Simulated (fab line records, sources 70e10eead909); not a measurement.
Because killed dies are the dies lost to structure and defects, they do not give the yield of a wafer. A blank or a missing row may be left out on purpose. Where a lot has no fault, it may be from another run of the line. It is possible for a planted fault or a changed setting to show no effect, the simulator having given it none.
The tool behind it: which one? :: flow nand-harc :: 42 wafers from 14 lots sampled at 4 of the route's 1302 steps

WHAT THE GAUGES SHOWED, per wafer
The record lacks any reading of a measuring or inspecting step that a usual standard deviation could be used to judge.

EACH LOT AND THE TOOL THAT RAN IT (in order: tool; ch and the chambers of the sampled wafers; start)
lot: L970
NHARC_A_SLIT_ETCH_15: rie-diel-03 ch 0,1,2, day 21 12:27 or earlier
NHARC_A_WL_FILL_ETCHBACK_17: rie-metal-02 ch 0,1, day 21 12:27
NHARC_A_WL_FILL_CVD_20: cvd-w-02 ch 0,1, day 21 18:17 or earlier
NHARC_A_WL_FILL_CMP_12: cmp-02 ch 2,3, day 21 18:17

lot: L972
NHARC_A_SLIT_ETCH_15: rie-diel-05 ch 0,2,3, day 22 00:00 or earlier
NHARC_A_WL_FILL_ETCHBACK_17: rie-metal-02 ch 0, day 22 00:00
NHARC_A_WL_FILL_CVD_20: cvd-w-02 ch 0,1, day 22 05:53 or earlier
NHARC_A_WL_FILL_CMP_12: cmp-02 ch 1,2, day 22 05:53

lot: L976
NHARC_A_SLIT_ETCH_15: rie-diel-03 ch 1,2,3, day 23 06:53 or earlier
NHARC_A_WL_FILL_ETCHBACK_17: rie-metal-01 ch 0,1, day 23 06:53
NHARC_A_WL_FILL_CVD_20: cvd-w-02 ch 0,1, day 23 12:47 or earlier
NHARC_A_WL_FILL_CMP_12: cmp-04 ch 0,2,3, day 23 12:47

lot: L977
NHARC_A_SLIT_ETCH_15: rie-diel-04 ch 1,2, day 24 05:19 or earlier
NHARC_A_WL_FILL_ETCHBACK_17: rie-metal-02 ch 0,1, day 24 05:19
NHARC_A_WL_FILL_CVD_20: cvd-w-02 ch 0,1, day 24 11:31 or earlier
NHARC_A_WL_FILL_CMP_12: cmp-02 ch 0,1, day 24 11:31

lot: L979
NHARC_A_SLIT_ETCH_15: rie-diel-04 ch 2,3, day 24 18:02 or earlier
NHARC_A_WL_FILL_ETCHBACK_17: rie-metal-01 ch 0,1, day 24 18:02
NHARC_A_WL_FILL_CVD_20: cvd-w-01 ch 0,1, day 24 23:52 or earlier
NHARC_A_WL_FILL_CMP_12: cmp-03 ch 1,3, day 24 23:52

lot: L980
NHARC_A_SLIT_ETCH_15: rie-diel-03 ch 0,1,2, day 24 18:06 or earlier
NHARC_A_WL_FILL_ETCHBACK_17: rie-metal-02 ch 0,1, day 24 18:06
NHARC_A_WL_FILL_CVD_20: cvd-w-02 ch 0,1, day 24 23:58 or earlier
NHARC_A_WL_FILL_CMP_12: cmp-02 ch 0,1,3, day 24 23:58

lot: L982
NHARC_A_SLIT_ETCH_15: rie-diel-04 ch 0,1, day 24 22:49 or earlier
NHARC_A_WL_FILL_ETCHBACK_17: rie-metal-03 ch 0,1, day 24 22:49
NHARC_A_WL_FILL_CVD_20: cvd-w-02 ch 0,1, day 25 04:47 or earlier
NHARC_A_WL_FILL_CMP_12: cmp-03 ch 0,1,3, day 25 04:47

lot: L983
NHARC_A_SLIT_ETCH_15: rie-diel-03 ch 2,3, day 26 09:40 or earlier
NHARC_A_WL_FILL_ETCHBACK_17: rie-metal-02 ch 0,1, day 26 09:40
NHARC_A_WL_FILL_CVD_20: cvd-w-01 ch 0,1, day 26 15:35 or earlier
NHARC_A_WL_FILL_CMP_12: cmp-02 ch 0,2,3, day 26 15:35

lot: L985
NHARC_A_SLIT_ETCH_15: rie-diel-04 ch 0,2,3, day 26 17:11 or earlier
NHARC_A_WL_FILL_ETCHBACK_17: rie-metal-02 ch 0,1, day 26 17:11
NHARC_A_WL_FILL_CVD_20: cvd-w-01 ch 0,1, day 26 23:25 or earlier
NHARC_A_WL_FILL_CMP_12: cmp-03 ch 0,1,2, day 26 23:25

lot: L989
NHARC_A_SLIT_ETCH_15: rie-diel-05 ch 2,3, day 28 05:40 or earlier
NHARC_A_WL_FILL_ETCHBACK_17: rie-metal-03 ch 0,1, day 28 05:40
NHARC_A_WL_FILL_CVD_20: cvd-w-01 ch 0,1, day 28 11:37 or earlier
NHARC_A_WL_FILL_CMP_12: cmp-02 ch 0,2, day 28 11:37

lot: L988
NHARC_A_SLIT_ETCH_15: rie-diel-03 ch 1,3, day 28 09:56 or earlier
NHARC_A_WL_FILL_ETCHBACK_17: rie-metal-02 ch 0,1, day 28 09:56
NHARC_A_WL_FILL_CVD_20: cvd-w-02 ch 0,1, day 28 15:47 or earlier
NHARC_A_WL_FILL_CMP_12: cmp-03 ch 1,2,3, day 28 15:47

lot: L987
NHARC_A_SLIT_ETCH_15: rie-diel-04 ch 0,3, day 28 13:00 or earlier
NHARC_A_WL_FILL_ETCHBACK_17: rie-metal-03 ch 0,1, day 28 13:00
NHARC_A_WL_FILL_CVD_20: cvd-w-02 ch 0,1, day 28 18:50 or earlier
NHARC_A_WL_FILL_CMP_12: cmp-03 ch 1,2,3, day 28 18:50

lot: L993
NHARC_A_SLIT_ETCH_15: rie-diel-05 ch 0,1,2, day 30 05:26 or earlier
NHARC_A_WL_FILL_ETCHBACK_17: rie-metal-01 ch 1, day 30 05:26
NHARC_A_WL_FILL_CVD_20: cvd-w-01 ch 0,1, day 30 11:20 or earlier
NHARC_A_WL_FILL_CMP_12: cmp-04 ch 0,1,2, day 30 11:20

lot: L992
NHARC_A_SLIT_ETCH_15: rie-diel-04 ch 0,2,3, day 30 05:37 or earlier
NHARC_A_WL_FILL_ETCHBACK_17: rie-metal-02 ch 0,1, day 30 05:37
NHARC_A_WL_FILL_CVD_20: cvd-w-02 ch 0,1, day 30 11:16 or earlier
NHARC_A_WL_FILL_CMP_12: cmp-02 ch 1,2,3, day 30 11:16
- NHARC_A_SLIT_ETCH_15: etches the open film in O2/COS, target depth 6200 nm, time 1612 s.
- NHARC_A_WL_FILL_ETCHBACK_17: etches the open film in Cl2/BCl3, target depth 4 nm, time 26.7 s.
- NHARC_A_WL_FILL_CVD_20: deposits W, target thk 100 nm, time 74 s.
- NHARC_A_WL_FILL_CMP_12: polishes, t overpolish 30 s, target thk 100 nm.

AS READ BY THE TOOLS THEMSELVES (means over the sampled wafers that have a number; for cases with no such wafer, the mark the record gives instead)
NHARC_A_SLIT_ETCH_15.
lot: L970
tool: rie-diel-03
drypump-motor-current-A (A): 5.9
oes-product-au (a.u.): 0.989
rf-vpp-V (V): 314.7
showerhead-plenum-p-Torr (Torr): 3.15
throttle-valve-pct (%): 28.334

lot: L972
tool: rie-diel-05
drypump-motor-current-A (A): 5.6
oes-product-au (a.u.): 0.999
rf-vpp-V (V): 316.0
showerhead-plenum-p-Torr (Torr): 3.31
throttle-valve-pct (%): 28.323

lot: L976
tool: rie-diel-03
drypump-motor-current-A (A): 5.6
oes-product-au (a.u.): 0.993
rf-vpp-V (V): 313.8
showerhead-plenum-p-Torr (Torr): 3.09
throttle-valve-pct (%): 28.321

lot: L977
tool: rie-diel-04
drypump-motor-current-A (A): 5.7
oes-product-au (a.u.): 0.998
rf-vpp-V (V): 314.9
showerhead-plenum-p-Torr (Torr): 3.18
throttle-valve-pct (%): 28.332

lot: L979
tool: rie-diel-04
drypump-motor-current-A (A): 5.8
oes-product-au (a.u.): 1.006
rf-vpp-V (V): 312.1
showerhead-plenum-p-Torr (Torr): 2.99
throttle-valve-pct (%): 28.328

lot: L980
tool: rie-diel-03
drypump-motor-current-A (A): 5.9
oes-product-au (a.u.): 1.005
rf-vpp-V (V): 315.0
showerhead-plenum-p-Torr (Torr): 3.15
throttle-valve-pct (%): 28.337

lot: L982
tool: rie-diel-04
drypump-motor-current-A (A): 5.9
oes-product-au (a.u.): 0.991
rf-vpp-V (V): 316.9
showerhead-plenum-p-Torr (Torr): 3.22
throttle-valve-pct (%): 28.326

lot: L983
tool: rie-diel-03
drypump-motor-current-A (A): 5.4
oes-product-au (a.u.): 1.001
rf-vpp-V (V): 313.6
showerhead-plenum-p-Torr (Torr): 3.09
throttle-valve-pct (%): 28.327

lot: L985
tool: rie-diel-04
drypump-motor-current-A (A): 6.1
oes-product-au (a.u.): 0.997
rf-vpp-V (V): 311.5
showerhead-plenum-p-Torr (Torr): 3.03
throttle-valve-pct (%): 28.321

lot: L989
tool: rie-diel-05
drypump-motor-current-A (A): 5.6
oes-product-au (a.u.): 1.002
rf-vpp-V (V): 317.6
showerhead-plenum-p-Torr (Torr): 3.33
throttle-valve-pct (%): 28.336

lot: L988
tool: rie-diel-03
drypump-motor-current-A (A): 6.0
oes-product-au (a.u.): 1.004
rf-vpp-V (V): 313.8
showerhead-plenum-p-Torr (Torr): 3.08
throttle-valve-pct (%): 28.323

lot: L987
tool: rie-diel-04
drypump-motor-current-A (A): 6.3
oes-product-au (a.u.): 1.005
rf-vpp-V (V): 312.5
showerhead-plenum-p-Torr (Torr): 3.07
throttle-valve-pct (%): 28.323

lot: L993
tool: rie-diel-05
drypump-motor-current-A (A): 5.7
oes-product-au (a.u.): 0.992
rf-vpp-V (V): 315.6
showerhead-plenum-p-Torr (Torr): 3.24
throttle-valve-pct (%): 28.325

lot: L992
tool: rie-diel-04
drypump-motor-current-A (A): 6.1
oes-product-au (a.u.): 1.006
rf-vpp-V (V): 311.9
showerhead-plenum-p-Torr (Torr): 3.03
throttle-valve-pct (%): 28.320

NHARC_A_WL_FILL_ETCHBACK_17.
lot: L970
tool: rie-metal-02
drypump-motor-current-A (A): 5.9
oes-product-au (a.u.): 1.000
run-length-s (s): 48.7

lot: L972
tool: rie-metal-02
drypump-motor-current-A (A): 6.6
oes-product-au (a.u.): 1.011
run-length-s (s): 48.4

lot: L976
tool: rie-metal-01
drypump-motor-current-A (A): 6.2
oes-product-au (a.u.): 0.992
run-length-s (s): 48.3

lot: L977
tool: rie-metal-02
drypump-motor-current-A (A): 5.9
oes-product-au (a.u.): 1.012
run-length-s (s): 48.8

lot: L979
tool: rie-metal-01
drypump-motor-current-A (A): 6.3
oes-product-au (a.u.): 0.997
run-length-s (s): 48.2

lot: L980
tool: rie-metal-02
drypump-motor-current-A (A): 5.8
oes-product-au (a.u.): 1.006
run-length-s (s): 48.8

lot: L982
tool: rie-metal-03
drypump-motor-current-A (A): 5.4
oes-product-au (a.u.): 0.991
run-length-s (s): 47.8

lot: L983
tool: rie-metal-02
drypump-motor-current-A (A): 6.2
oes-product-au (a.u.): 1.010
run-length-s (s): 48.3

lot: L985
tool: rie-metal-02
drypump-motor-current-A (A): 5.8
oes-product-au (a.u.): 1.001
run-length-s (s): 48.7

lot: L989
tool: rie-metal-03
drypump-motor-current-A (A): 5.4
oes-product-au (a.u.): 1.005
run-length-s (s): 43.1

lot: L988
tool: rie-metal-02
drypump-motor-current-A (A): 5.9
oes-product-au (a.u.): 1.005
run-length-s (s): 48.6

lot: L987
tool: rie-metal-03
drypump-motor-current-A (A): 5.8
oes-product-au (a.u.): 0.997
run-length-s (s): 43.2

lot: L993
tool: rie-metal-01
drypump-motor-current-A (A): 6.3
oes-product-au (a.u.): 0.997
run-length-s (s): 48.4

lot: L992
tool: rie-metal-02
drypump-motor-current-A (A): 5.8
oes-product-au (a.u.): 1.002
run-length-s (s): 48.6

NHARC_A_WL_FILL_CVD_20.
lot: L970
tool: cvd-w-02
chamber-pressure-Torr (Torr): 39.92
heater-power-w (W): 830
susceptor-temp-C (C): -
throttle-valve-pct (%): 8.20

lot: L972
tool: cvd-w-02
chamber-pressure-Torr (Torr): 39.94
heater-power-w (W): 836
susceptor-temp-C (C): 400.03
throttle-valve-pct (%): 8.22

lot: L976
tool: cvd-w-02
chamber-pressure-Torr (Torr): 39.98
heater-power-w (W): 835
susceptor-temp-C (C): 400.19
throttle-valve-pct (%): 8.37

lot: L977
tool: cvd-w-02
chamber-pressure-Torr (Torr): 39.98
heater-power-w (W): 852
susceptor-temp-C (C): 399.93
throttle-valve-pct (%): 8.27

lot: L979
tool: cvd-w-01
chamber-pressure-Torr (Torr): 40.04
heater-power-w (W): 882
susceptor-temp-C (C): 399.78
throttle-valve-pct (%): 8.35

lot: L980
tool: cvd-w-02
chamber-pressure-Torr (Torr): 40.01
heater-power-w (W): 915
susceptor-temp-C (C): 399.82
throttle-valve-pct (%): 8.26

lot: L982
tool: cvd-w-02
chamber-pressure-Torr (Torr): 40.02
heater-power-w (W): 847
susceptor-temp-C (C): 399.86
throttle-valve-pct (%): 8.25

lot: L983
tool: cvd-w-01
chamber-pressure-Torr (Torr): 40.02
heater-power-w (W): 894
susceptor-temp-C (C): 400.08
throttle-valve-pct (%): 8.30

lot: L985
tool: cvd-w-01
chamber-pressure-Torr (Torr): 39.98
heater-power-w (W): 908
susceptor-temp-C (C): 400.09
throttle-valve-pct (%): 8.05

lot: L989
tool: cvd-w-01
chamber-pressure-Torr (Torr): 39.98
heater-power-w (W): 885
susceptor-temp-C (C): 399.95
throttle-valve-pct (%): 8.46

lot: L988
tool: cvd-w-02
chamber-pressure-Torr (Torr): 40.03
heater-power-w (W): 910
susceptor-temp-C (C): 400.14
throttle-valve-pct (%): 8.37

lot: L987
tool: cvd-w-02
chamber-pressure-Torr (Torr): 39.90
heater-power-w (W): 917
susceptor-temp-C (C): 399.92
throttle-valve-pct (%): 8.19

lot: L993
tool: cvd-w-01
chamber-pressure-Torr (Torr): 39.95
heater-power-w (W): 889
susceptor-temp-C (C): 400.05
throttle-valve-pct (%): 8.32

lot: L992
tool: cvd-w-02
chamber-pressure-Torr (Torr): 40.07
heater-power-w (W): 837
susceptor-temp-C (C): -
throttle-valve-pct (%): 8.14

NHARC_A_WL_FILL_CMP_12.
lot: L970
tool: cmp-02
motor-current-A (A): 11.8
overpolish-run-s (s): 30.005
slurry-flow-ml-min: 149.8
time-to-endpoint-s (s): 19.9

lot: L972
tool: cmp-02
motor-current-A (A): 11.1
overpolish-run-s (s): 30.000
slurry-flow-ml-min: 150.0
time-to-endpoint-s (s): 21.1

lot: L976
tool: cmp-04
motor-current-A (A): 10.8
overpolish-run-s (s): 29.998
slurry-flow-ml-min: 150.1
time-to-endpoint-s (s): 22.2

lot: L977
tool: cmp-02
motor-current-A (A): 11.5
overpolish-run-s (s): 29.998
slurry-flow-ml-min: 150.2
time-to-endpoint-s (s): 19.1

lot: L979
tool: cmp-03
motor-current-A (A): 13.2
overpolish-run-s (s): 29.994
slurry-flow-ml-min: 149.8
time-to-endpoint-s (s): 21.4

lot: L980
tool: cmp-02
motor-current-A (A): 11.8
overpolish-run-s (s): 30.003
slurry-flow-ml-min: 150.0
time-to-endpoint-s (s): 19.0

lot: L982
tool: cmp-03
motor-current-A (A): 12.6
overpolish-run-s (s): 30.011
slurry-flow-ml-min: 150.1
time-to-endpoint-s (s): 19.7

lot: L983
tool: cmp-02
motor-current-A (A): 11.8
overpolish-run-s (s): 30.001
slurry-flow-ml-min: 149.7
time-to-endpoint-s (s): 17.9

lot: L985
tool: cmp-03
motor-current-A (A): 12.6
overpolish-run-s (s): 29.996
slurry-flow-ml-min: 149.5
time-to-endpoint-s (s): 22.0

lot: L989
tool: cmp-02
motor-current-A (A): 11.5
overpolish-run-s (s): 30.007
slurry-flow-ml-min: 149.9
time-to-endpoint-s (s): 20.8

lot: L988
tool: cmp-03
motor-current-A (A): 12.6
overpolish-run-s (s): 30.006
slurry-flow-ml-min: 150.1
time-to-endpoint-s (s): 22.8

lot: L987
tool: cmp-03
motor-current-A (A): 12.2
overpolish-run-s (s): 30.002
slurry-flow-ml-min: 149.5
time-to-endpoint-s (s): 21.4

lot: L993
tool: cmp-04
motor-current-A (A): 10.5
overpolish-run-s (s): 30.008
slurry-flow-ml-min: 150.0
time-to-endpoint-s (s): 20.1

lot: L992
tool: cmp-02
motor-current-A (A): 11.5
overpolish-run-s (s): 30.007
slurry-flow-ml-min: 149.6
time-to-endpoint-s (s): 17.8

THE ANSWER, worked out from the rows above alone
Rule: what is usual is taken from the lots themselves. The widest of any qualifying gaps counts: lots, ordered by their means at a reading, are off when they make up no more than a third of the lots, leave a main group of 4 or more, and stand apart from it by 3 or more times the standard deviation of that group's means. A main group whose means are all the same, to the digits that the tables above print for the reading, isn't used. A lot without any number at a reading at which 4 lots or more have one is off too. All remaining lots with rows at the step are treated as sound. After the gauges, taken in route order, come the tools' own readings; for these a lot's mean is taken, as printed above. The first step at which some lot is off is used, and at that step the reading that is off furthest; a lot without a number counts as furthest.
Off: L989, L987, at NHARC_A_WL_FILL_ETCHBACK_17 (run-length-s). For the main group the mean is 48.5 s and the standard deviation 0.28.
If a tool, at that step or one of the process steps before it, ran each lot that is off and ran no sound lot following the first of them, it fits. NHARC_A_SLIT_ETCH_15: start missing for some lots; hours and lot order therefore follow NHARC_A_WL_FILL_ETCHBACK_17. One fits: NHARC_A_WL_FILL_ETCHBACK_17 on rie-metal-03. A fault onset in the window from L982 (day 24 22:49, its last sound lot) to L989 (day 28 05:40, its first lot off) fits.
The tool's own readings at NHARC_A_WL_FILL_ETCHBACK_17 bear it out: on the lots that are off they differ by more than 5 times the standard deviation of the sound lots' means. run-length-s reads 43.2 s there against 48.5 s on the sound lots.

WHAT THE SIMULATOR HAD PUT IN
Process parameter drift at NHARC_A_WL_FILL_ETCHBACK_17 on rie-metal-03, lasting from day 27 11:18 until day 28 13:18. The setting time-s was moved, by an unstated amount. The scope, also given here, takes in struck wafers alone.
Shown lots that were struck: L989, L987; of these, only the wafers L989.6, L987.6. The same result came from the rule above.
